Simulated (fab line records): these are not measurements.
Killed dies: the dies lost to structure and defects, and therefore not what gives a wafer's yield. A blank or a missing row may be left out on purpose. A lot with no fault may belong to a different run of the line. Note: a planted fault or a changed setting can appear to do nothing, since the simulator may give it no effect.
What tool caused it? + flow n5 finfet + 27 wafers from 9 lots sampled at 2 of the route's 1938 steps

== WHAT THE GAUGES SHOWED, per wafer ==
N5_BEOL_M15_INSPECT_30: inspects for defects (macro).
| lot  | measured     | on                | raw defect count |
|------|--------------|-------------------|------------------|
| L782 | day 12 06:17 | defect inspect-01 | 2 2 4            |
| L783 | day 12 10:59 | defect inspect-02 | 1 2 1            |
| L785 | day 12 14:49 | defect inspect-01 | 2 3 2            |
| L784 | day 12 15:22 | defect inspect-01 | 1 2 0            |
| L786 | day 15 06:04 | defect inspect-01 | >300 >300 >300   |
| L793 | day 16 02:59 | defect inspect-02 | >300 >300 >300   |
| L796 | day 16 18:20 | defect inspect-01 | 1 1 3            |
| L798 | day 16 21:58 | defect inspect-02 | 1 1 4            |
| L804 | day 18 07:38 | defect inspect-02 | 3 2 4            |

== WHAT TOOL EACH LOT RAN ON (gives the tool, then ch and the chambers of the sampled wafers, and finally the start) ==
| lot  | N5_BEOL_M15_STRIP_63               |
|------|------------------------------------|
| L782 | rie diel-03 ch 0,2, day 12 04:00   |
| L783 | rie diel-03 ch 0,2, day 12 09:00   |
| L785 | rie diel-03 ch 0,1, day 12 13:00   |
| L784 | rie diel-03 ch 2,3, day 12 13:00   |
| L786 | rie diel-03 ch 1,2,3, day 15 04:00 |
| L793 | rie diel-03 ch 0,2,3, day 16 01:00 |
| L796 | rie diel-05 ch 2,3, day 16 17:00   |
| L798 | rie diel-06 ch 1,2,3, day 16 20:00 |
| L804 | rie diel-05 ch 1,3, day 18 06:00   |
- N5_BEOL_M15_STRIP_63: strips in O2.

== THE ANSWER, worked out from the rows above alone ==
Rule: usual is defined by the lots themselves. The widest of any qualifying gaps counts: lots, ordered by their means at a reading, are off when they make up no more than a third of the lots, leave a main group of 4 or more, and stand apart from it by 3 or more times the standard deviation of that group's means. If all means in a main group match to the digits the tables above print for the reading, that group is not used. Also off: a lot with no number at a reading for which 4 or more lots have one. All remaining lots with rows at the step are treated as sound.
Off: L786, L793 (N5_BEOL_M15_INSPECT_30, raw defect count). Without a number there: L786, L793. Mean 2.0 and standard deviation 0.67 in the main group.
A tool fits if, at a process step before that reading, it ran every lot that is off, and no sound lot after the first of them. Those tools and the gauges at N5_BEOL_M15_INSPECT_30 are tried in the same way. One fits: N5_BEOL_M15_STRIP_63 on rie diel-03. A fault onset in the window from L785 (day 12 13:00, its last sound lot) to L786 (day 15 04:00, its first lot off) fits.

== WHAT THE SIMULATOR HAD PUT IN ==
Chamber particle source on rie diel-03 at N5_BEOL_M15_STRIP_63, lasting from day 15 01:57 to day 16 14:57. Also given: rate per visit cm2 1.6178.
Shown lots that were struck: L786, L793. The rule above reached the same finding.
